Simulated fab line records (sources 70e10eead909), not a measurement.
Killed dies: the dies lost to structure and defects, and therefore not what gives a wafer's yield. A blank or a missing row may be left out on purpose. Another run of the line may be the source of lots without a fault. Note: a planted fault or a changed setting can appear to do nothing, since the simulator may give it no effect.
fab line records ; flow nand-harc
[record] lots = 12; wafers = 36; last-day = 23
route steps=1159 shown A_CONTACT@936 END@1159
lots that met no fault: from a run of the same line without faults
start-h: start of the lot's first displayed wafer, in hours after the record's first day ; wait-h: hours elapsed since this lot's preceding step ; " as in the row above ; L1.1+2: a row that stands for several wafers ; - either no value or no given start ; * or withheld: withheld ; < > ~ a bound
route shown NAME@n: names a module that has steps shown in the file, with the first one's number in the route ; usual: mean/standard deviation of fault-free wafers ; same: alike in all rows ; chamber/n: place in a boat ; sites: readings site by site ; _std_site: their standard deviation ; _edge_site: the outer-site mean with the inner-site mean subtracted ; radius-mm: how far each site lies from the wafer's centre ; mask NAME#n: copy n ; behind: the last tool/chamber to shape the wafer ; hold: why the lot went on hold/how many hours it stayed there/how the hold came to an end ; device: which transistor (n, p or np) failed to switch ; end of line: at the end of the route, the tests of the same wafers ; for a step that has no rows: nothing shown but its recipe ; killed: not the wafer's yield, but the dies lost to structure and defects at the first sort ; map: a wafer's dies, x killed, . not, _ none there
set.NAME: the setting the step ran with; set.NAME@STEP: the setting that earlier step ran with ; model.NAME: the simulator's own value behind a step, which no gauge read
one table for each step of the route and one row for each wafer, over a sample of lots
services: the hour from which a tool's chamber was out of use, counted from the record's first day as start-h (under 0 if before that day), plus the number of hours and why
[[steps]]
[step NHARC_A_CONTACT_OVL_MEAS_09]
[usual] overlay-x-nm = -0.1/0.93; overlay-y-nm = -0.3/0.73
lot.wafer;tool;chamber;start-h;wait-h;overlay-x-nm;overlay-y-nm
L218.1;overlay-01;-;381.66;-;-0.4;-1.8
L218.2;overlay-01;-;381.66;-;-0.3;-1.8
L218.3;overlay-01;-;381.66;-;-0.3;-1.7
L221.2;overlay-02;-;383.89;-;-0.6;-1.8
L221.3;overlay-02;-;383.89;-;-0.7;-1.5
L221.5;overlay-02;-;383.89;-;-0.3;-2.0
L219.2;overlay-02;-;392.03;-;-0.5;0.7
L219.3;overlay-02;-;392.03;-;-0.5;0.6
L219.5;overlay-02;-;392.03;-;-0.1;0.3
L220.1;overlay-01;-;393.98;-;-0.1;-1.0
L220.2;overlay-01;-;393.98;-;-0.7;-0.9
L220.3;overlay-01;-;393.98;-;-0.1;-1.0
L222.2;overlay-01;-;408.63;-;-1.0;-0.8
L222.4;overlay-01;-;408.63;-;-1.3;-0.7
L222.5;overlay-01;-;408.63;-;-1.9;-0.7
L224.1;overlay-02;-;414.02;-;0.9;0.0
L224.2;overlay-02;-;414.02;-;1.2;-0.6
L224.4;overlay-02;-;414.02;-;1.0;-0.7
L223.2;overlay-01;-;415.39;-;1.0;0.2
L223.5;overlay-01;-;415.39;-;1.0;0.2
L223.6;overlay-01;-;415.39;-;0.8;0.3
L225.3;overlay-01;-;421.48;-;0.0;0.5
L225.5;overlay-01;-;421.48;-;0.0;0.1
L225.6;overlay-01;-;421.48;-;-0.2;0.5
L226.1;overlay-01;-;436.15;-;-0.5;-1.4
L226.4;overlay-01;-;436.15;-;-0.1;-1.3
L226.5;overlay-01;-;436.15;-;0.2;-1.4
L227.1;overlay-02;-;439.90;-;-0.6;0.2
L227.5;overlay-02;-;439.90;-;-1.0;0.4
L227.6;overlay-02;-;439.90;-;-0.4;-0.4
L231.3;overlay-02;-;444.34;-;-1.3;-0.1
L231.5;overlay-02;-;444.34;-;-1.2;0.1
L231.6;overlay-02;-;444.34;-;-1.6;-0.2
L235.1;overlay-02;-;496.07;-;0.8;0.3
L235.3;overlay-02;-;496.07;-;0.9;0.2
L235.4;overlay-02;-;496.07;-;0.5;0.4
[step NHARC_A_CONTACT_ETCH_88]
[recipe] target-depth-a = 390; over-etch-frac = 0.3; time-s = 65; ion-energy-ev = 80; cf4-flow-sccm = 150; ar-flow-sccm = 0; rf-w = 300; bias-w = 100; chemistry = CF4
[usual] drypump-motor-current-A = 5.6/0.51; oes-product-au = 0.998/0.0086; rf-vpp-V = 151.0/1.1; showerhead-plenum-p-Torr = 1.74/0.054; throttle-valve-pct = 13.284/0.0085
[same] over-etch-frac = 0.3
lot.wafer;tool;chamber;start-h;wait-h;drypump-motor-current-A;oes-product-au;rf-hours-counter-h;rf-vpp-V;showerhead-plenum-p-Torr;throttle-valve-pct
L218.2;rie-diel-02;1;381.84;0.1;5.3;0.988;11;151.6;1.74;13.283
L218.1;rie-diel-02;2;381.84;0.1;5.4;1.012;10;152.4;1.75;13.282
L218.3;rie-diel-02;0;381.84;0.1;4.7;0.992;9;151.0;1.81;13.285
L221.2;rie-diel-03;1;384.07;0.1;4.9;0.994;57;152.2;1.81;13.279
L221.3;rie-diel-03;0;384.07;0.1;5.6;1.019;58;152.8;1.83;13.281
L221.5;rie-diel-03;1;384.07;0.1;4.9;0.993;-;152.4;1.81;13.288
L219.2;rie-diel-11;3;392.22;0.1;5.3;0.992;4;149.9;1.70;13.284
L219.3;rie-diel-11;1;392.22;0.1;6.4;0.991;4;150.9;1.81;13.272
L219.5;rie-diel-11;3;392.22;0.1;5.4;0.992;-;150.4;1.70;13.287
L220.3;rie-diel-11;1;394.17;0.1;6.4;0.997;5;151.5;1.80;13.285
L220.1;rie-diel-11;2;394.17;0.1;5.6;0.993;5;150.2;1.66;13.283
L220.2;rie-diel-11;3;394.17;0.1;5.3;1.001;5;149.8;1.70;13.298
L222.4;rie-diel-02;2;408.91;0.1;5.4;1.017;16;152.3;1.74;13.294
L222.2;rie-diel-02;0;408.91;0.1;4.7;1.007;16;153.7;1.81;13.266
L222.5;rie-diel-02;2;408.91;0.1;5.4;1.021;-;150.0;1.74;13.283
L224.2;rie-diel-11;3;414.20;0.1;5.4;0.988;18;152.2;1.69;13.285
L224.4;rie-diel-11;1;414.20;0.1;6.4;0.995;16;153.7;1.80;13.266
L224.1;rie-diel-11;2;414.20;0.1;5.6;0.995;17;150.5;1.66;13.267
L223.2;rie-diel-11;3;415.58;0.1;5.4;0.986;19;150.3;1.69;13.294
L223.6;rie-diel-11;2;415.58;0.1;5.6;1.004;-;150.3;1.66;13.296
L223.5;rie-diel-11;3;415.58;0.1;5.4;0.989;-;150.9;1.69;13.290
L225.3;rie-diel-11;0;421.68;0.1;6.1;0.981;19;152.3;1.73;13.278
L225.6;rie-diel-11;2;421.68;0.1;5.6;1.000;-;150.1;1.66;13.273
L225.5;rie-diel-11;3;421.68;0.1;5.3;1.000;-;149.4;1.69;13.275
L226.4;rie-diel-11;2;436.34;0.1;5.6;0.997;25;149.6;1.66;13.265
L226.1;rie-diel-11;3;436.34;0.1;5.4;1.004;25;150.5;1.69;13.280
L226.5;rie-diel-11;2;436.34;0.1;5.6;1.005;-;148.7;1.66;13.286
L227.1;rie-diel-02;2;440.12;0.1;5.4;1.009;23;152.6;1.74;13.286
L227.5;rie-diel-02;3;440.12;0.1;5.7;0.994;-;150.2;1.71;13.289
L227.6;rie-diel-02;0;440.12;0.1;4.7;1.000;-;151.0;1.81;13.279
L231.3;rie-diel-03;2;444.53;0.1;5.6;0.983;19;152.7;1.84;13.288
L231.6;rie-diel-03;0;444.53;0.1;5.6;0.996;-;153.0;1.82;13.286
L231.5;rie-diel-03;1;444.53;0.1;4.9;1.008;-;152.2;1.81;13.280
L235.4;rie-diel-02;1;496.25;0.1;5.3;1.000;26;150.1;1.74;13.277
L235.1;rie-diel-02;3;496.25;0.1;5.7;0.992;31;150.4;1.70;13.282
L235.3;rie-diel-02;0;496.25;0.1;4.7;1.004;30;151.8;1.81;13.286
[step NHARC_A_CONTACT_ETCH_30]
[recipe] target-depth-a = 605; time-s = 30.2; cf4-flow-sccm = 100; chf3-flow-sccm = 30; ar-flow-sccm = 0; rf-w = 500; bias-w = 200; chemistry = CF4/CHF3
[usual] drypump-motor-current-A = 5.6/0.52; oes-product-au = 0.937/0.022; rf-vpp-V = 369.8/1.9; showerhead-plenum-p-Torr = 1.55/0.05; throttle-valve-pct = 16.803/0.0094
lot.wafer;tool;chamber;start-h;wait-h;drypump-motor-current-A;oes-product-au;rf-hours-counter-h;rf-vpp-V;showerhead-plenum-p-Torr;throttle-valve-pct
L218.2;rie-diel-02;1;382.28;-;5.3;0.925;11;369.1;1.55;16.795
L218.3;rie-diel-02;2;382.28;-;5.3;0.937;10;369.9;1.55;16.800
L218.1;rie-diel-02;3;382.28;-;5.7;0.922;9;369.6;1.52;16.797
L221.2;rie-diel-03;3;384.57;-;6.8;0.947;66;371.1;1.55;16.816
L221.3;rie-diel-03;0;384.57;-;5.6;0.942;58;372.4;1.63;16.813
L221.5;rie-diel-03;3;384.57;-;6.7;0.936;-;369.3;1.55;16.813
L219.2;rie-diel-11;3;393.04;-;5.4;0.929;5;367.1;1.51;16.797
L219.3;rie-diel-11;0;393.04;-;6.1;0.912;4;369.3;1.54;16.820
L219.5;rie-diel-11;2;393.04;-;5.6;0.932;-;366.7;1.48;16.784
L220.2;rie-diel-11;0;394.70;-;6.2;0.913;5;368.7;1.54;16.801
L220.3;rie-diel-11;1;394.70;-;6.4;0.914;6;372.9;1.61;16.809
L220.1;rie-diel-11;2;394.70;-;5.6;0.923;6;368.9;1.48;16.799
L222.4;rie-diel-02;1;409.34;-;5.3;0.923;16;368.0;1.55;16.805
L222.2;rie-diel-02;3;409.34;-;5.7;0.915;16;368.6;1.52;16.797
L222.5;rie-diel-02;2;409.34;-;5.3;0.930;-;369.9;1.55;16.795
L224.1;rie-diel-11;2;414.70;-;5.6;0.949;18;367.7;1.48;16.807
L224.4;rie-diel-11;3;414.70;-;5.4;0.952;18;367.3;1.51;16.793
L224.2;rie-diel-11;1;414.70;-;6.4;0.927;17;371.5;1.60;16.811
L223.2;rie-diel-11;1;416.02;-;6.4;0.932;17;371.2;1.60;16.822
L223.6;rie-diel-11;2;416.02;-;5.6;0.931;-;367.2;1.48;16.806
L223.5;rie-diel-11;3;416.02;-;5.4;0.925;-;368.7;1.51;16.801
L225.3;rie-diel-11;3;422.11;-;5.4;0.923;20;368.6;1.51;16.818
L225.6;rie-diel-11;1;422.11;-;6.4;0.930;-;371.4;1.60;16.801
L225.5;rie-diel-11;2;422.11;-;5.6;0.927;-;367.5;1.47;16.793
L226.4;rie-diel-11;2;436.78;-;5.6;0.918;25;366.1;1.47;16.803
L226.1;rie-diel-11;3;436.78;-;5.4;0.923;25;368.0;1.50;16.804
L226.5;rie-diel-11;3;436.78;-;5.4;0.922;-;368.8;1.50;16.813
L227.1;rie-diel-02;3;440.63;-;5.7;0.908;23;369.6;1.52;16.788
L227.6;rie-diel-02;2;440.63;-;5.3;0.925;-;370.2;1.55;16.799
L227.5;rie-diel-02;3;440.63;-;5.7;0.925;-;367.3;1.52;16.820
L231.3;rie-diel-03;2;444.95;-;5.6;0.954;19;372.7;1.64;16.817
L231.5;rie-diel-03;2;444.95;-;5.6;0.960;-;373.1;1.64;16.806
L231.6;rie-diel-03;3;444.95;-;6.7;0.953;-;369.8;1.54;16.806
L235.1;rie-diel-02;3;496.69;-;5.7;0.952;31;369.6;1.52;16.809
L235.4;rie-diel-02;0;496.69;-;4.7;0.861;31;372.1;1.61;16.800
L235.3;rie-diel-02;1;496.69;-;5.3;0.980;26;369.2;1.55;16.794
[step NHARC_A_CONTACT_ETCH_137]
[recipe] source-w = withheld; pressure-mtorr = 20; bias-v = 3000; time-s = 132; target-depth-a = 12870; ar-flow-sccm = withheld; c4f8-flow-sccm = withheld; o2-flow-sccm = withheld; chemistry = C4F8/O2/Ar
[usual] oes-air-line-au = 1.000/0.019
lot.wafer;tool;chamber;start-h;wait-h;oes-air-line-au;rf-hours-counter-h
L218.2;har-cap-etch-01;0;383.19;0.1;1.025;59
L218.1;har-cap-etch-01;1;383.19;0.1;0.993;59
L218.3;har-cap-etch-01;0;383.19;0.1;0.959;-
L221.2;har-cap-etch-01;1;385.50;0.1;0.991;60
L221.3;har-cap-etch-01;1;385.50;0.1;1.005;-
L221.5;har-cap-etch-01;0;385.50;0.1;0.976;-
L219.2;har-cap-etch-02;0;394.16;0.1;0.961;12
L219.3;har-cap-etch-02;1;394.16;0.1;1.030;-
L219.5;har-cap-etch-02;1;394.16;0.1;1.032;-
L220.2;har-cap-etch-01;0;395.65;0.1;0.998;62
L220.1;har-cap-etch-01;1;395.65;0.1;0.982;62
L220.3;har-cap-etch-01;0;395.65;0.1;0.994;-
L222.2;har-cap-etch-01;0;410.26;0.1;1.014;64
L222.4;har-cap-etch-01;0;410.26;0.1;1.018;-
L222.5;har-cap-etch-01;0;410.26;0.1;1.043;-
L224.1;har-cap-etch-02;1;415.61;0.1;1.016;17
L224.2;har-cap-etch-02;0;415.61;0.1;1.019;17
L224.4;har-cap-etch-02;0;415.61;0.1;0.992;-
L223.2;har-cap-etch-01;1;416.94;0.1;0.989;65
L223.5;har-cap-etch-01;0;416.94;0.1;0.999;-
L223.6;har-cap-etch-01;1;416.94;0.1;1.002;-
L225.3;har-cap-etch-02;1;423.06;0.1;1.002;-
L225.6;har-cap-etch-02;1;423.06;0.1;1.035;-
L225.5;har-cap-etch-02;0;423.06;0.1;1.025;-
L226.1;har-cap-etch-03;0;437.70;0.1;0.981;92
L226.4;har-cap-etch-03;1;437.70;0.1;0.995;-
L226.5;har-cap-etch-03;0;437.70;0.1;1.025;-
L227.1;har-cap-etch-03;1;441.61;0.1;0.989;92
L227.6;har-cap-etch-03;1;441.61;0.1;1.004;-
L227.5;har-cap-etch-03;0;441.61;0.1;0.999;-
L231.3;har-cap-etch-03;1;445.91;0.1;0.990;-
L231.5;har-cap-etch-03;1;445.91;0.1;1.002;-
L231.6;har-cap-etch-03;0;445.91;0.1;0.996;-
L235.1;har-cap-etch-03;1;497.68;0.1;1.022;102
L235.4;har-cap-etch-03;0;497.68;0.1;1.017;-
L235.3;har-cap-etch-03;1;497.68;0.1;0.990;-
[step NHARC_END_SORT_01]
[recipe] temp-c = 25
[usual] killed-at-array = 26/10; killed-at-other = 0.5/0.87; killed-at-periphery = 3.0/2.5; killed-dies = 29/11; killed-open = 3.3/1.9; killed-short = 1.8/1.5
[same] gross-dies = 677
lot.wafer;tool;chamber;start-h;wait-h;killed-at-array;killed-at-other;killed-at-periphery;killed-dies;killed-open;killed-short
L221.2;prober-01;0;442.81;2.8;14;0;3;17;4;2
L221.3;prober-01;0;443.61;3.1;13;0;5;18;3;2
L221.5;prober-01;0;445.20;3.7;12;1;2;15;1;1
L226.1;prober-02;0;491.31;2.5;23;0;2;25;1;6
L226.4;prober-02;0;493.73;3.4;27;0;0;27;4;2
L226.5;prober-02;0;494.53;3.7;19;0;2;21;3;1
L235.4;prober-01;0;560.30;3.4;38;1;2;41;6;0
// killed by level:class
L221.2 A_CHANNEL_FILL_D1:chamber-film-flake=5 A_CONTACT:chamber-film-flake=4 P_CONTACT:geometric-particle:open=1 P_M0:geometric-particle:open=1 A_ONON_D1:geometric-particle:short=1 A_CHANNEL_FILL_D1:geometric-particle:short=1 A_SGD_CUT:geometric-particle:open=1 A_M0:geometric-particle:open=1
L221.3 A_CONTACT:chamber-film-flake=3 P_ZERO_WELL:chamber-film-flake=2 A_CHANNEL_HOLE_D1:chamber-film-flake=2 A_CHANNEL_FILL_D1:chamber-film-flake=2 A_WL_FILL:chamber-film-flake=2 P_M2:geometric-particle:short=1 A_SOURCE_PLATE:geometric-particle:open=1 A_CHANNEL_FILL_D1:geometric-particle:open=1
L221.5 A_CONTACT:chamber-film-flake=5 A_CHANNEL_HOLE_D1:chamber-film-flake=3 P_ZERO_WELL:chamber-film-flake=2 A_CHANNEL_FILL_D1:chamber-film-flake=2 A_SGD_CUT:geometric-particle:open=1 A_M0:geometric-particle:short=1 HYBRID_BOND:chamber-film-flake=1
L226.1 A_CHANNEL_HOLE_D1:chamber-film-flake=13 A_CONTACT:chamber-film-flake=3 A_CHANNEL_FILL_D1:geometric-particle:short=2 P_STI:geometric-particle:short=1 P_CONTACT:geometric-particle:short=1 A_WL_FILL:geometric-particle:short=1 A_CONTACT:geometric-particle:open=1 A_CONTACT:geometric-particle:short=1
L226.4 A_CHANNEL_HOLE_D1:chamber-film-flake=17 A_M0:geometric-particle:open=2 A_CONTACT:chamber-film-flake=2 A_CHANNEL_FILL_D1:geometric-particle:open=1 A_WL_FILL:geometric-particle:short=1 A_CONTACT:geometric-particle:open=1 A_CONTACT:geometric-particle:short=1 A_STAIRCASE:chamber-film-flake=1
L226.5 A_CHANNEL_HOLE_D1:chamber-film-flake=14 A_WL_FILL:geometric-particle:open=2 P_M0:geometric-particle:open=1 A_SGD_CUT:geometric-particle:short=1 P_STI:chamber-film-flake=1 A_CONTACT:chamber-film-flake=1 A_BONDPAD:chamber-film-flake=1
L235.4 A_CHANNEL_HOLE_D1:chamber-film-flake=15 A_CONTACT:area-etch=8 A_CONTACT:chamber-film-flake=7 A_CONTACT:geometric-particle:open=2 A_STAIRCASE:chamber-film-flake=2 P_M0:geometric-particle:open=1 A_ONON_D1:geometric-particle:open=1 A_SGD_CUT:geometric-particle:open=1
[[services]]
tool;chamber;start-h;hours;kind
rie-diel-11;1;361.75;2.5;repair
rie-diel-11;-;366.50;9.0;pm
rie-diel-11;0;366.50;9.0;vent-cycle
rie-diel-11;1;366.50;9.0;vent-cycle
rie-diel-11;2;366.50;9.0;vent-cycle
rie-diel-11;3;366.50;9.0;vent-cycle
rie-diel-11;0;375.50;-;clean
rie-diel-11;1;375.50;-;clean
rie-diel-11;2;375.50;-;clean
rie-diel-11;3;375.50;-;clean
rie-diel-03;-;392.47;9.0;pm
rie-diel-11;0;400.00;-;clean
rie-diel-11;1;400.00;-;clean
rie-diel-11;2;400.00;-;clean
rie-diel-11;3;400.00;-;clean
rie-diel-02;-;406.24;0.3;repair
har-cap-etch-03;-;407.80;0.5;repair
rie-diel-11;0;424.50;-;clean
rie-diel-11;1;424.50;-;clean
rie-diel-11;2;424.50;-;clean
rie-diel-11;3;424.50;-;clean
rie-diel-02;1;428.88;15.5;repair
rie-diel-11;0;449.02;-;clean
rie-diel-11;2;473.71;9.0;repair
[[key]]
[first-sign] step = NHARC_A_CONTACT_ETCH_30; reading = oes-product-au; direction = down; sigmas = 3.4; usual = 0.937; struck = 0.861
effect none on later readings
met-at NHARC_A_CONTACT_ETCH_30
struck-lots L235
struck-wafers L235.4
tester-left-out L235
not-acting-at NHARC_A_CONTACT_OVL_MEAS_09,NHARC_A_CONTACT_ETCH_88,NHARC_A_CONTACT_ETCH_137
[fault] kind = process-parameter-drift; tool = rie-diel-02; chamber = 0; onset-h = 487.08; steps = NHARC_A_CONTACT_ETCH_30; channel = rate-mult; offset = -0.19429; shape = step; end-h = 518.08
// tester-left-out: of these lots the tester's yield and bins aren't shown, on N5 and GAA mostly nor the transistor test; their killed dies are dies lost to structure and defects alone, not to doping, threshold or leakage, so they don't give the yield
